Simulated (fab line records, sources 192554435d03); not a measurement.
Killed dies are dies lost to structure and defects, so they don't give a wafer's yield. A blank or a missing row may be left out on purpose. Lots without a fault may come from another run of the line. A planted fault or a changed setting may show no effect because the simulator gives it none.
One fault seen from 2 desks | flow n5_finfet | each desk has only its own numbers; what lay behind them comes last

THE DEFECT DESK
What the inspections along the route counted, lot by lot: means of the sampled wafers that have a number. A lot is out of limits, marked OUT, if its mean lies more than 4 standard deviations from the usual mean; the brackets give that distance.
Columns: A = raw_defect_count at N5_BEOL_M14_INSPECT_55, usual 63; B = raw_defect_count at N5_BEOL_M15_INSPECT_30, usual 2.0
lot  | first seen here | A   | B
L130 | day 11 22:59    | 60  | 1.0
L131 | day 12 12:02    | 55  | 1.7
L132 | day 12 17:32    | 61  | 2.0
L133 | day 12 21:44    | 52  | 3.3
L134 | day 13 17:10    | 44  | 1.7
L136 | day 13 19:43    | 46  | 2.3
L142 | day 15 12:54    | 40  | 2.0
L147 | day 16 09:58    | 79  | 1.3
L149 | day 16 13:47    | 101 | 1.0
L151 | day 17 06:13    | 65  | 0.3
L150 | day 17 06:20    | 58  | 3.7
This desk's finding: nothing out of limits on any of the 11 lots.

THE TOOL OWNER'S DESK: rie_diel-04
The tool's own readings at N5_PASSIVATION_PASS_ETCH_74 (etches SiNx in CF4/O2, target depth 220 nm, time 110 s): means of the sampled wafers that have a number, for each lot that ran on this tool. A lot is out of limits, marked OUT, if its mean lies more than 4 standard deviations from the usual mean; the brackets give that distance.
Columns: A = drypump_motor_current_A at N5_PASSIVATION_PASS_ETCH_74, usual 5.7 A; B = oes_product_au at N5_PASSIVATION_PASS_ETCH_74, usual 0.81 a.u.; C = rf_vpp_V at N5_PASSIVATION_PASS_ETCH_74, usual 241 V; D = showerhead_plenum_p_Torr at N5_PASSIVATION_PASS_ETCH_74, usual 2.21 Torr; E = throttle_valve_pct at N5_PASSIVATION_PASS_ETCH_74, usual 15.97 %
lot  | first seen here | A   | B    | C   | D    | E
L130 | day 12 14:44    | 6.0 | 0.90 | 238 | 2.26 | 15.74
L131 | day 13 02:25    | 5.5 | 0.75 | 243 | 2.26 | 16.06
L132 | day 13 06:40    | 5.7 | 0.82 | 240 | 2.25 | 15.90
L142 | day 16 11:08    | 5.5 | 0.73 | 243 | 2.25 | 16.10
This desk's finding: nothing out of limits on any of the 4 lots.

PUT TOGETHER
The defect desk saw nothing out of limits.
The tool owner's desk saw nothing out of limits.

WHAT THE SIMULATOR HAD PUT IN
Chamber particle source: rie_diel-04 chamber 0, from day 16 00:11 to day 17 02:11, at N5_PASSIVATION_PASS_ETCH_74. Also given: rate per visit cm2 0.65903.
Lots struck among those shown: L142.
